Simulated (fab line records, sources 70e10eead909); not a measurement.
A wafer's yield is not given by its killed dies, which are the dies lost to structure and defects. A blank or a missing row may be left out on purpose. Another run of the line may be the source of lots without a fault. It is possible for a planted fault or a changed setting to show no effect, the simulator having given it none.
fab line records	flow nand-harc
record: lots: 24	wafers: 72	last-day: 33
route steps=1302 shown A_STAIRCASE@844 A_SGD_CUT@906 A_SLIT@935
lots that met no fault: from a run of the same line without faults
start-h: the number of hours between the record's first day and the start of the first shown wafer of the lot	wait-h: how many hours have passed since the lot's step before this one	" as in the row above	L1.1+2: several wafers, shown together as one row	- no value, or no start given	* or withheld: withheld	< > ~ a bound
route shown NAME@n: NAME is a module with steps in the file, n the number in the route of the first one	usual: mean/standard deviation of fault-free wafers	same: alike in all rows	chamber/n: place in a boat	sites: the reading at each site	_std_site: standard deviation across them	_edge_site: outer sites' mean less inner sites'	radius-mm: how far each site lies from the wafer's centre	mask NAME#n: copy n	behind: tool/chamber where the wafer was last shaped	hold: reason for holding the lot/hours on hold/outcome of the hold	device: the n, p or np transistor that did not switch	end of line: tests run on the same wafers once the route is complete	a step given without rows: its recipe and nothing more	killed: the dies lost at the first sort to structure and to defects; this is not the yield of the wafer	map: shows each die of a wafer: x if killed, . if not, _ if none is there
set.NAME: setting as actually run; set.NAME@STEP: the setting as run at that earlier step	model.NAME: the simulator's own value behind a step, which no gauge read
a sample of lots followed through the steps of the route, with each step as a table and each wafer as a row
services: a tool's chamber out of use, with start hour (start-h, from the record's first day; less than 0 if before it), hours out, and reason
== steps ==
step: NHARC_A_STAIRCASE_DEP_417
recipe: target-thk-a: 600	step-coverage-pct: 20	temp-c: 400	target-thk-nm: 60	flow-sccm: 200	rf-w: 450	material: Si3N4
usual: heater-power-w: 765/68	rf-fwd-power-W: 449.3/1.5
lot.wafer	tool	chamber	start-h	wait-h	heater-power-w	rf-fwd-power-W
L074.1	pecvd-01	2	392.68	-	801	448.8
L074.4	"	1	"	"	758	450.4
L074.5	"	2	"	"	811	448.7
L075.1	pecvd-03	2	400.32	0.2	732	451.4
L075.5	"	1	"	"	877	450.1
L075.4	"	2	"	"	739	448.8
L078.2	pecvd-02	1	424.16	-	805	451.5
L078.3	"	2	"	"	868	446.9
L078.4	"	2	"	"	863	448.6
L076.3	pecvd-01	0	427.49	-	653	450.4
L076.1	"	1	"	"	800	447.1
L076.5	"	0	"	"	697	451.6
L077.3	pecvd-03	2	433.55	0.1	706	448.2
L077.1	"	1	"	"	761	448.7
L077.4	"	1	"	"	785	447.6
L079.1	pecvd-01	0	434.86	-	762	447.3
L079.6	"	0	"	"	763	447.8
L079.4	"	2	"	"	772	451.8
L081.3	pecvd-01	0	445.31	-	794	449.1
L081.2	"	2	"	"	788	451.8
L081.6	"	2	"	"	803	449.6
L080.2	pecvd-02	1	447.55	-	766	448.1
L080.4	"	2	"	"	803	451.1
L080.6	"	1	"	"	784	449.3
L084.1	pecvd-03	1	471.07	-	883	449.8
L084.2	"	0	"	"	649	445.7
L084.6	"	0	"	"	631	446.4
L082.2	pecvd-03	1	477.10	-	908	450.3
L082.6	"	0	"	"	769	452.3
L082.5	"	1	"	"	899	449.8
L083.2	pecvd-01	0	478.26	-	777	449.1
L083.4	"	2	"	"	849	451.3
L083.3	"	0	"	"	791	448.6
L086.2	pecvd-02	0	512.36	-	659	450.0
L086.4	"	1	"	"	796	451.3
L086.6	"	0	"	"	663	450.9
L085.1	pecvd-02	0	513.70	-	631	450.7
L085.3	"	0	"	"	656	450.0
L085.6	"	0	"	"	640	449.4
L087.2	pecvd-02	1	525.62	-	716	448.8
L087.4	"	2	"	"	890	451.4
L087.5	"	1	"	"	727	447.6
L088.3	pecvd-01	0	527.91	-	756	450.7
L088.2	"	1	"	"	695	446.7
L088.5	"	2	"	"	818	448.5
L089.3	pecvd-01	2	536.11	-	766	449.8
L089.2	"	1	"	"	757	450.5
L089.4	"	1	"	"	767	450.1
L091.3	pecvd-02	2	547.85	-	876	449.0
L091.2	"	1	"	"	837	448.7
L091.6	"	0	"	"	697	449.2
L090.2	pecvd-02	2	551.59	-	763	448.7
L090.3	"	0	"	"	751	449.0
L090.6	"	2	"	"	791	446.8
L092.3	pecvd-02	1	560.49	-	813	450.5
L092.6	"	0	"	"	761	451.3
L092.5	"	2	"	"	773	447.9
L093.1	pecvd-01	1	563.62	-	739	448.3
L093.4	"	1	"	"	750	447.3
L093.5	"	2	"	"	760	449.8
L094.4	pecvd-03	1	593.42	-	839	447.0
L094.6	"	2	"	"	701	450.0
L094.5	"	0	"	"	752	449.6
L095.3	pecvd-01	1	595.25	-	876	448.8
L095.2	"	2	"	"	848	447.2
L095.1	"	0	"	"	662	449.7
L096.2	pecvd-01	0	606.85	-	758	449.3
L096.1	"	1	"	"	814	451.6
L096.6	"	0	"	"	754	448.6
L097.1	pecvd-03	1	619.75	-	700	447.0
L097.3	"	2	"	"	650	446.2
L097.5	"	2	"	"	658	449.9
step: NHARC_A_STAIRCASE_ALD_420
recipe: target-thk-a: 200	pulse-time-s: 6	ald-cycles: 200	temp-c: 300	material: SiO2
usual: heater-power-w: 471/39	precursor-pulse-height-rel: 1.003/0.02
same: ald-cycles: 200
lot.wafer	tool	chamber	start-h	wait-h	heater-power-w	precursor-pulse-height-rel
L074.4	ald-hk-01	1	396.77	-	469	0.984
L074.1	"	3	"	"	445	1.029
L074.5	"	2	"	"	511	0.994
L075.1	ald-hk-04	1	403.08	-	427	1.015
L075.4	"	0	"	"	498	1.012
L075.5	"	1	"	"	423	1.013
L078.3	ald-hk-01	3	427.03	-	476	1.025
L078.2	"	0	"	"	460	0.990
L078.4	"	1	"	"	483	0.990
L076.3	ald-hk-01	2	430.16	-	511	0.962
L076.1	"	0	"	"	473	0.976
L076.5	"	2	"	"	509	0.986
L077.4	ald-hk-03	3	436.25	-	547	0.965
L077.3	"	0	"	"	436	1.015
L077.1	"	1	"	"	468	1.015
L079.4	ald-hk-03	2	437.51	-	456	0.984
L079.1	"	3	"	"	549	1.014
L079.6	"	1	"	"	463	1.001
L081.2	ald-hk-01	0	448.18	-	461	0.994
L081.3	"	1	"	"	477	0.997
L081.6	"	3	"	"	484	1.018
L080.2	ald-hk-04	2	450.17	-	426	1.015
L080.4	"	0	"	"	496	1.001
L080.6	"	2	"	"	436	1.021
L084.1	ald-hk-01	3	473.78	-	480	1.022
L084.2	"	1	"	"	477	1.004
L084.6	"	3	"	"	460	1.034
L083.2	ald-hk-04	2	479.88	-	424	1.026
L083.3	"	3	"	"	478	1.007
L083.4	"	0	"	"	494	1.027
L082.2	ald-hk-03	3	480.03	-	554	0.978
L082.5	"	1	"	"	459	0.974
L082.6	"	2	"	"	463	1.031
L085.3	ald-hk-01	0	516.41	-	472	1.012
L085.1	"	1	"	"	481	0.985
L085.6	"	1	"	"	484	0.981
L086.2	ald-hk-03	0	517.28	-	438	0.995
L086.4	"	1	"	"	474	1.038
L086.6	"	3	"	"	554	0.975
L087.2	ald-hk-01	1	528.55	-	489	1.004
L087.4	"	2	"	"	537	0.998
L087.5	"	3	"	"	461	1.000
L088.3	ald-hk-04	0	530.74	-	494	0.996
L088.2	"	1	"	"	408	1.009
L088.5	"	3	"	"	486	0.963
L089.4	ald-hk-03	3	538.98	-	548	1.008
L089.3	"	0	"	"	433	1.031
L089.2	"	1	"	"	455	1.022
L091.3	ald-hk-01	0	550.73	-	465	1.018
L091.2	"	1	"	"	496	1.001
L091.6	"	0	"	"	466	1.019
L090.3	ald-hk-04	1	554.30	-	410	1.003
L090.2	"	2	"	"	431	0.972
L090.6	"	2	"	"	429	1.022
L092.3	ald-hk-01	1	563.66	0.6	486	0.989
L092.5	"	2	"	"	533	1.032
L092.6	"	3	"	"	453	0.977
L093.1	ald-hk-03	1	566.33	-	457	1.038
L093.4	"	2	"	"	465	1.009
L093.5	"	2	"	"	457	1.032
L094.4	ald-hk-04	1	596.39	-	419	1.045
L094.5	"	0	"	"	495	1.016
L094.6	"	1	"	"	398	1.020
L095.1	ald-hk-01	3	598.11	-	454	1.005
L095.3	"	0	"	"	451	1.001
L095.2	"	1	"	"	475	0.968
L096.1	ald-hk-03	0	609.71	-	438	0.991
L096.2	"	1	"	"	452	0.980
L096.6	"	0	"	"	438	1.006
L097.1	ald-hk-04	1	622.41	-	418	0.992
L097.3	"	0	"	"	496	0.974
L097.5	"	1	"	"	430	0.986
step: NHARC_A_SGD_CUT_ETCH_59
recipe: target-depth-a: 2600	over-etch-frac: 0.25	time-s: 406.25	ion-energy-ev: 200	n2-flow-sccm: 150	h2-flow-sccm: 150	ar-flow-sccm: 0	rf-w: 400	bias-w: 150	chemistry: N2/H2
usual: drypump-motor-current-A: 5.7/0.49	mfc-ar-sccm: 0.002/0.0042	oes-product-au: 0.996/0.01	rf-fwd-power-W: 399.3/1.2	rf-vpp-V: 430/3.1	showerhead-plenum-p-Torr: 2.03/0.1	throttle-valve-pct: 14.170/0.0089
lot.wafer	tool	chamber	start-h	wait-h	drypump-motor-current-A	mfc-ar-sccm	oes-product-au	rf-fwd-power-W	rf-hours-counter-h	rf-vpp-V	showerhead-plenum-p-Torr	throttle-valve-pct
L074.1	rie-diel-01	3	-	-	5.2	0	1.005	397.0	6	429	1.98	14.164
L074.4	"	1	"	"	6.6	0	1.008	400.0	6	433	2.15	14.160
L074.5	"	0	"	"	5.1	0.013	1.011	399.1	-	426	1.89	14.173
L075.4	rie-diel-11	2	-	-	5.7	0	1.002	400.3	0	434	2.19	14.167
L075.1	"	3	"	"	5.2	0	0.989	401.0	0	427	1.94	14.173
L075.5	"	3	"	"	5.2	0	0.977	400.5	-	428	1.94	14.172
L076.3	rie-diel-01	0	-	-	5.1	0.013	1.001	400.4	9	426	1.89	14.162
L076.1	"	2	"	"	5.4	0	0.990	398.1	6	426	1.88	14.179
L076.5	"	0	"	"	5.1	0.013	1.007	399.8	-	426	1.89	14.171
L078.2	rie-diel-11	1	-	-	6.1	0.010	0.973	398.2	2	434	2.11	14.175
L078.3	"	2	"	"	5.7	0	0.993	400.6	2	434	2.19	14.145
L078.4	"	0	"	"	5.8	0.002	1.002	400.3	2	429	1.93	14.181
L079.1	rie-diel-11	0	-	-	5.9	0.002	1.012	397.9	3	428	1.93	14.160
L079.4	"	1	"	"	6.2	0.010	0.978	400.3	3	433	2.11	14.167
L079.6	"	2	"	"	5.7	0	0.991	400.2	-	434	2.19	14.177
L077.4	rie-diel-11	2	-	-	5.7	0	0.991	399.8	3	434	2.19	14.182
L077.3	"	3	"	"	5.2	0	0.979	397.1	3	427	1.94	14.167
L077.1	"	1	"	"	6.2	0.010	0.967	399.9	3	431	2.11	14.189
L080.4	rie-diel-07	1	-	-	6.7	0	1.002	398.3	0	430	2.13	14.193
L080.2	"	2	"	"	5.9	0	1.002	397.9	0	430	2.04	14.167
L080.6	"	1	"	"	6.7	0	1.001	398.2	-	432	2.13	14.158
L081.3	rie-diel-11	0	-	-	5.8	0.002	1.002	400.0	3	429	1.93	14.159
L081.2	"	1	"	"	6.1	0.010	0.975	398.6	3	433	2.11	14.169
L081.6	"	1	"	"	6.2	0.010	0.987	400.4	-	432	2.11	14.164
L084.2	rie-diel-11	0	-	-	5.9	0.002	1.007	401.6	7	428	1.93	14.174
L084.1	"	1	"	"	6.2	0.010	0.993	398.1	7	432	2.11	14.169
L084.6	"	1	"	"	6.2	0.010	0.994	398.2	-	432	2.11	14.168
L082.2	rie-diel-07	0	-	-	5.1	0	1.001	396.6	2	430	2.03	14.169
L082.6	"	2	"	"	5.9	0	0.993	398.6	-	432	2.04	14.176
L082.5	"	3	"	"	5.5	0	0.993	399.1	-	430	1.99	14.159
L083.2	rie-diel-11	2	-	-	5.7	0	0.986	398.3	4	434	2.19	14.173
L083.4	"	3	"	"	5.2	0	0.985	399.5	8	429	1.93	14.153
L083.3	"	0	"	"	5.9	0.002	0.989	397.6	8	428	1.93	14.173
L085.1	rie-diel-07	3	-	-	5.5	0	0.974	399.6	3	430	1.99	14.170
L085.3	"	0	"	"	5.1	0	0.996	399.0	3	431	2.03	14.167
L085.6	"	2	"	"	5.9	0	1.002	399.6	-	430	2.04	14.168
L086.2	rie-diel-11	0	-	-	5.8	0.002	0.997	399.7	11	428	1.92	14.166
L086.4	"	1	"	"	6.2	0.010	1.006	399.6	11	433	2.11	14.171
L086.6	"	0	"	"	5.8	0.002	1.005	399.5	-	427	1.92	14.167
L088.2	rie-diel-07	3	-	-	5.5	0	0.995	399.1	4	430	1.99	14.165
L088.3	"	0	"	"	5.1	0	1.002	400.8	4	431	2.03	14.176
L088.5	"	3	"	"	5.5	0	0.990	401.6	-	427	1.99	14.168
L087.4	rie-diel-11	0	-	-	5.8	0.002	1.002	397.7	12	426	1.92	14.171
L087.2	"	1	"	"	6.1	0.010	0.996	400.5	12	433	2.11	14.161
L087.5	"	2	"	"	5.7	0	1.002	399.3	-	435	2.19	14.182
L089.2	rie-diel-11	3	-	-	5.2	0	0.995	398.7	11	428	1.93	14.161
L089.4	"	1	"	"	6.2	0.010	0.976	398.8	13	434	2.11	14.159
L089.3	"	2	"	"	5.7	0	1.002	400.8	8	437	2.19	14.162
L091.2	rie-diel-07	2	-	-	5.9	0	0.991	399.5	5	431	2.04	14.163
L091.3	"	3	"	"	5.5	0	0.999	400.6	5	428	1.99	14.163
L091.6	"	0	"	"	5.1	0	1.006	399.8	-	429	2.03	14.167
L090.3	rie-diel-01	1	-	-	6.5	0	0.992	399.0	2	433	2.15	14.173
L090.2	"	2	"	"	5.4	0	0.981	400.1	2	426	1.88	14.189
L090.6	"	2	"	"	5.4	0	0.993	401.5	-	425	1.88	14.184
L093.4	rie-diel-11	0	-	-	5.9	0.002	0.994	400.4	14	427	1.92	14.180
L093.1	"	1	"	"	6.1	0.010	0.992	399.5	14	433	2.11	14.173
L093.5	"	3	"	"	5.2	0	1.006	400.9	-	429	1.93	14.180
L092.3	rie-diel-01	3	-	-	5.2	0	1.002	399.0	3	428	1.98	14.188
L092.5	"	0	"	"	5.1	0.013	1.003	400.9	-	427	1.89	14.165
L092.6	"	1	"	"	6.5	0	1.024	398.4	-	433	2.15	14.171
L094.4	rie-diel-07	2	-	-	5.9	0	0.995	398.3	7	431	2.04	14.161
L094.5	"	1	"	"	6.7	0	1.010	398.3	-	434	2.13	14.174
L094.6	"	2	"	"	5.9	0	1.001	399.5	-	430	2.04	14.175
L095.1	rie-diel-11	1	-	-	6.2	0.010	1.001	399.0	1	433	2.11	14.187
L095.2	"	2	"	"	5.7	0	1.013	398.8	1	434	2.19	14.175
L095.3	"	3	"	"	5.2	0	1.002	397.2	1	429	1.93	14.173
L096.2	rie-diel-11	0	-	-	5.8	0.002	0.977	398.4	1	429	1.92	14.178
L096.1	"	1	"	"	6.2	0.010	0.993	400.5	2	432	2.11	14.185
L096.6	"	3	"	"	5.2	0	0.981	400.4	-	425	1.93	14.168
L097.3	rie-diel-01	1	-	-	6.5	0	1.000	399.6	9	434	2.15	14.166
L097.1	"	0	"	"	5.1	0.013	1.004	398.5	8	426	1.89	14.163
L097.5	"	2	"	"	5.4	0	1.001	400.7	-	426	1.88	14.189
step: NHARC_A_SGD_CUT_ETCH_16
recipe: target-depth-a: 3105	time-s: 155.2	c4f8-flow-sccm: withheld	o2-flow-sccm: 8	ar-flow-sccm: withheld	rf-w: 600	bias-w: 800	chemistry: C4F8/O2/Ar
usual: oes-product-au: 0.969/0.012	rf-fwd-power-W: 597.3/1.9	rf-vpp-V: 723/4.8
lot.wafer	tool	chamber	start-h	wait-h	oes-product-au	rf-fwd-power-W	rf-hours-counter-h	rf-vpp-V
L074.1	rie-diel-01	2	-	-	0.947	598.8	3	716
L074.4	"	0	"	"	0.948	594.2	6	716
L074.5	"	2	"	"	0.954	599.0	-	715
L075.4	rie-diel-11	3	-	-	0.956	596.4	0	717
L075.1	"	0	"	"	0.982	597.7	0	719
L075.5	"	3	"	"	0.960	595.8	-	717
L076.1	rie-diel-01	2	-	-	0.969	598.6	6	714
L076.3	"	0	"	"	0.978	599.2	9	716
L076.5	"	2	"	"	0.971	596.0	-	717
L078.3	rie-diel-11	0	-	-	0.993	597.6	2	718
L078.2	"	2	"	"	0.961	601.1	2	731
L078.4	"	3	"	"	0.952	598.2	2	719
L079.4	rie-diel-11	1	-	-	0.971	598.5	3	726
L079.1	"	2	"	"	0.980	599.0	3	730
L079.6	"	3	"	"	0.965	594.8	-	718
L077.4	rie-diel-11	3	-	-	0.960	599.5	3	718
L077.1	"	1	"	"	0.953	597.8	3	727
L077.3	"	2	"	"	0.959	595.5	3	729
L080.2	rie-diel-07	1	-	-	0.976	599.6	0	728
L080.4	"	2	"	"	0.966	595.5	0	724
L080.6	"	0	"	"	0.964	596.8	-	724
L081.2	rie-diel-11	3	-	-	0.958	598.4	4	719
L081.3	"	1	"	"	0.951	596.0	4	727
L081.6	"	0	"	"	0.979	598.7	-	718
L084.1	rie-diel-11	3	-	-	0.952	595.3	7	718
L084.2	"	1	"	"	0.948	596.1	7	727
L084.6	"	1	"	"	0.957	594.6	-	726
L082.2	rie-diel-07	3	-	-	0.980	595.0	2	720
L082.6	"	2	"	"	0.954	599.2	-	723
L082.5	"	3	"	"	0.972	597.4	-	720
L083.4	rie-diel-11	1	-	-	0.945	601.5	8	725
L083.2	"	2	"	"	0.968	597.7	5	731
L083.3	"	3	"	"	0.981	595.9	8	718
L085.3	rie-diel-07	1	-	-	0.986	597.4	3	728
L085.1	"	2	"	"	0.972	598.6	3	724
L085.6	"	1	"	"	0.979	598.7	-	727
L086.4	rie-diel-11	3	-	-	0.969	597.0	9	719
L086.2	"	0	"	"	0.975	595.2	11	718
L086.6	"	2	"	"	0.977	594.8	-	729
L088.2	rie-diel-07	0	-	-	0.974	598.4	4	723
L088.3	"	1	"	"	0.990	597.0	4	728
L088.5	"	2	"	"	0.984	597.5	-	724
L087.4	rie-diel-11	1	-	-	0.954	598.3	12	725
L087.2	"	2	"	"	0.969	598.6	7	730
L087.5	"	0	"	"	0.972	600.5	-	718
L089.4	rie-diel-11	1	-	-	0.955	595.5	13	727
L089.3	"	2	"	"	0.966	597.8	8	730
L089.2	"	3	"	"	0.981	595.6	11	718
L091.2	rie-diel-07	3	-	-	0.966	597.3	5	720
L091.3	"	0	"	"	0.990	595.6	6	723
L091.6	"	2	"	"	0.965	595.5	-	723
L090.3	rie-diel-01	2	-	-	0.950	597.1	2	715
L090.2	"	3	"	"	0.970	598.3	2	722
L090.6	"	2	"	"	0.965	597.8	-	716
L093.1	rie-diel-11	0	-	-	0.982	596.5	14	719
L093.4	"	3	"	"	0.960	597.3	13	718
L093.5	"	1	"	"	0.982	596.6	-	728
L092.3	rie-diel-01	2	-	-	0.965	596.9	3	715
L092.5	"	0	"	"	0.986	591.4	-	716
L092.6	"	1	"	"	0.984	595.9	-	729
L094.4	rie-diel-07	0	-	-	0.984	597.3	8	723
L094.5	"	2	"	"	0.971	599.3	-	722
L094.6	"	3	"	"	0.959	598.7	-	720
L095.1	rie-diel-11	3	-	-	0.961	594.7	1	718
L095.3	"	0	"	"	0.963	600.3	1	719
L095.2	"	1	"	"	0.971	598.0	1	727
L096.1	rie-diel-11	2	-	-	0.978	596.8	2	730
L096.2	"	3	"	"	0.967	596.8	2	718
L096.6	"	0	"	"	0.958	599.8	-	717
L097.1	rie-diel-01	2	-	-	0.960	593.9	10	715
L097.3	"	3	"	"	0.961	594.7	9	721
L097.5	"	1	"	"	0.983	599.0	-	728
step: NHARC_A_SGD_CUT_INSPECT_25
usual: raw-defect-count: 391/85
lot.wafer	tool	chamber	start-h	wait-h	raw-defect-count
L074.1	defect-inspect-01	-	446.81	-	472
L074.4	"	-	"	"	414
L074.5	"	-	"	"	364
L075.1	defect-inspect-01	-	452.93	-	408
L075.4	"	-	"	"	293
L075.5	"	-	"	"	423
L076.1	defect-inspect-01	-	480.70	-	392
L076.3	"	-	"	"	376
L076.5	"	-	"	"	417
L078.2	defect-inspect-02	-	480.72	-	401
L078.3	"	-	"	"	348
L078.4	"	-	"	"	337
L079.1	defect-inspect-01	-	484.77	-	402
L079.4	"	-	"	"	481
L079.6	"	-	"	"	394
L077.1	defect-inspect-02	-	484.80	-	435
L077.3	"	-	"	"	405
L077.4	"	-	"	"	402
L080.2	defect-inspect-02	-	498.04	-	561
L080.4	"	-	"	"	439
L080.6	"	-	"	"	553
L081.2	defect-inspect-01	-	498.07	-	439
L081.3	"	-	"	"	413
L081.6	"	-	"	"	442
L084.1	defect-inspect-01	-	529.49	-	321
L084.2	"	-	"	"	390
L084.6	"	-	"	"	353
L083.2	defect-inspect-02	-	534.56	-	339
L083.3	"	-	"	"	370
L083.4	"	-	"	"	266
L082.2	defect-inspect-01	-	534.56	-	409
L082.5	"	-	"	"	453
L082.6	"	-	"	"	407
L086.2	defect-inspect-01	-	566.17	-	455
L086.4	"	-	"	"	308
L086.6	"	-	"	"	357
L085.1	defect-inspect-02	-	566.17	-	483
L085.3	"	-	"	"	276
L085.6	"	-	"	"	487
L088.2	defect-inspect-01	-	576.74	-	311
L088.3	"	-	"	"	264
L088.5	"	-	"	"	350
L087.2	defect-inspect-01	-	576.74	-	387
L087.4	"	-	"	"	605
L087.5	"	-	"	"	476
L089.2	defect-inspect-02	-	587.72	-	466
L089.3	"	-	"	"	286
L089.4	"	-	"	"	339
L090.2	defect-inspect-01	-	600.41	-	398
L090.3	"	-	"	"	359
L090.6	"	-	"	"	343
L091.2	defect-inspect-02	-	600.41	-	307
L091.3	"	-	"	"	223
L091.6	"	-	"	"	321
L093.1	defect-inspect-02	-	613.46	-	375
L093.4	"	-	"	"	399
L093.5	"	-	"	"	437
L092.3	defect-inspect-01	-	613.47	-	420
L092.5	"	-	"	"	421
L092.6	"	-	"	"	356
L095.1	defect-inspect-02	-	646.19	-	396
L095.2	"	-	"	"	373
L095.3	"	-	"	"	437
L094.4	defect-inspect-01	-	646.20	-	368
L094.5	"	-	"	"	440
L094.6	"	-	"	"	518
L096.1	defect-inspect-01	-	660.74	-	312
L096.2	"	-	"	"	355
L096.6	"	-	"	"	322
L097.1	defect-inspect-02	-	673.47	-	438
L097.3	"	-	"	"	242
L097.5	"	-	"	"	387
step: NHARC_A_SLIT_INSPECT_11
usual: raw-defect-count: 58/35
lot.wafer	tool	chamber	start-h	wait-h	raw-defect-count
L074.1	defect-inspect-02	-	452.71	0.0	113
L074.4	"	-	"	"	109
L074.5	"	-	"	"	99
L075.1	defect-inspect-01	-	457.90	0.0	78
L075.4	"	-	"	"	68
L075.5	"	-	"	"	73
L076.1	defect-inspect-01	-	485.89	0.0	55
L076.3	"	-	"	"	73
L076.5	"	-	"	"	84
L078.2	defect-inspect-01	-	485.91	0.0	24
L078.3	"	-	"	"	20
L078.4	"	-	"	"	17
L079.1	defect-inspect-02	-	489.68	0.0	113
L079.4	"	-	"	"	97
L079.6	"	-	"	"	111
L077.1	defect-inspect-01	-	493.55	0.0	117
L077.3	"	-	"	"	109
L077.4	"	-	"	"	128
L081.2	defect-inspect-01	-	504.22	0.0	124
L081.3	"	-	"	"	119
L081.6	"	-	"	"	103
L080.2	defect-inspect-01	-	504.92	0.0	85
L080.4	"	-	"	"	80
L080.6	"	-	"	"	97
L084.1	defect-inspect-01	-	535.57	0.0	78
L084.2	"	-	"	"	85
L084.6	"	-	"	"	81
L083.2	defect-inspect-02	-	539.41	0.0	32
L083.3	"	-	"	"	25
L083.4	"	-	"	"	41
L082.2	defect-inspect-02	-	539.58	0.0	32
L082.5	"	-	"	"	31
L082.6	"	-	"	"	40
L085.1	defect-inspect-02	-	571.00	0.0	23
L085.3	"	-	"	"	23
L085.6	"	-	"	"	25
L086.2	defect-inspect-02	-	571.06	0.0	36
L086.4	"	-	"	"	44
L086.6	"	-	"	"	41
L088.2	defect-inspect-01	-	581.71	0.0	23
L088.3	"	-	"	"	27
L088.5	"	-	"	"	24
L087.2	defect-inspect-02	-	582.45	0.0	76
L087.4	"	-	"	"	80
L087.5	"	-	"	"	69
L089.2	defect-inspect-01	-	592.82	0.0	48
L089.3	"	-	"	"	43
L089.4	"	-	"	"	51
L091.2	defect-inspect-01	-	605.33	0.0	22
L091.3	"	-	"	"	13
L091.6	"	-	"	"	24
L090.2	defect-inspect-02	-	605.48	0.0	79
L090.3	"	-	"	"	69
L090.6	"	-	"	"	58
L093.1	defect-inspect-02	-	620.84	0.0	27
L093.4	"	-	"	"	32
L093.5	"	-	"	"	20
L092.3	defect-inspect-01	-	622.24	0.0	110
L092.5	"	-	"	"	100
L092.6	"	-	"	"	104
L095.1	defect-inspect-02	-	651.52	0.0	4
L095.2	"	-	"	"	12
L095.3	"	-	"	"	15
L094.4	defect-inspect-01	-	651.73	0.0	65
L094.5	"	-	"	"	83
L094.6	"	-	"	"	66
L096.1	defect-inspect-01	-	665.73	0.0	47
L096.2	"	-	"	"	65
L096.6	"	-	"	"	50
L097.1	defect-inspect-01	-	678.46	0.0	8
L097.3	"	-	"	"	10
L097.5	"	-	"	"	12
== services ==
tool	chamber	start-h	hours	kind
rie-diel-01	-	381.12	9.0	pm
rie-diel-07	-	384.36	0.7	repair
pecvd-02	-	408.73	13.0	pm
rie-diel-07	3	408.75	5.7	repair
rie-diel-07	1	423.72	2.6	repair
rie-diel-11	-	432.50	9.0	pm
rie-diel-01	-	440.88	4.2	repair
rie-diel-07	-	471.23	9.0	pm
pecvd-02	2	476.53	45.7	repair
ald-hk-01	-	477.31	10.0	pm
rie-diel-11	2	480.83	24.2	repair
pecvd-01	-	492.16	13.0	pm
rie-diel-11	2	520.65	6.3	repair
rie-diel-11	3	535.36	21.3	repair
rie-diel-11	2	539.79	16.3	repair
rie-diel-11	-	541.86	1.2	repair
pecvd-01	-	543.51	0.4	repair
pecvd-01	-	546.89	0.9	repair
rie-diel-01	-	558.12	9.0	pm
rie-diel-01	0	596.18	2.5	repair
rie-diel-07	0	601.91	3.2	repair
rie-diel-11	-	609.50	9.0	pm
rie-diel-07	-	648.23	9.0	pm
ald-hk-01	-	655.44	10.0	pm
== key ==
fault none
